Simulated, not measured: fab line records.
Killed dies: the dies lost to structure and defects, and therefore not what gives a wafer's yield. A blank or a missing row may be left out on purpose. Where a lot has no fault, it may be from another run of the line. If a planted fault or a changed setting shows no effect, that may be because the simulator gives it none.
Matching of chambers | flow nand_harc | 4 sister chambers for NHARC_A_CONTACT_DESCUM_47 on rie_diel-05
The step chemistry O2, time 3 s. 8 wafers are shown with their chamber, then 9 later ones without.

== WAFERS, EACH WITH ITS CHAMBER ==
wafer  | chamber | drypump_motor_current_A (A) | showerhead_plenum_p_Torr (Torr)
L086.2 | 0       | 6.0                         | 1.79
L086.5 | 1       | 4.9                         | 1.94
L094.2 | 2       | 5.7                         | 2.07
L094.4 | 1       | 4.9                         | 1.93
L094.5 | 2       | 5.7                         | 2.07
L092.1 | 3       | 5.3                         | 1.94
L092.3 | 0       | 6.0                         | 1.78
L092.5 | 3       | 5.2                         | 1.94

== WAFERS WITH NO CHAMBER GIVEN ==
wafer  | drypump_motor_current_A (A) | showerhead_plenum_p_Torr (Torr)
L093.3 | 5.7                         | 2.06
L093.5 | 5.2                         | 1.93
L093.6 | 5.9                         | 1.78
L095.3 | 6.0                         | 1.78
L095.5 | 5.2                         | 1.93
L095.6 | 5.7                         | 2.06
L097.2 | 6.0                         | 1.78
L097.3 | 4.9                         | 1.92
L097.4 | 5.3                         | 1.93

== CHAMBER TAKEN BY EACH ==
wafer  | from the rows above | in truth
L093.3 | 2                   | 2
L093.5 | 3                   | 3
L093.6 | 0                   | 0
L095.3 | 0                   | 0
L095.5 | 3                   | 3
L095.6 | 2                   | 2
L097.2 | 0                   | 0
L097.3 | 1                   | 1
L097.4 | 3                   | 3
9 of 9 placed correctly. Not placeable from these rows: 0. Wrongly placed: 0.
How it was worked out, from the rows above alone: a wafer's distance from a chamber is the root of the sum, over the readings, of the square of ((its reading less the chamber's mean) divided by the reading's scatter). The wafer belongs to the nearest chamber; if the next one is less than 2 further off, it can't be placed. For every chamber, the mean is computed from those of its wafers that are shown. The scatter: the root of (the sum of the squares of (reading less its chamber's mean) over the shown wafers, divided by (wafers less chambers)).
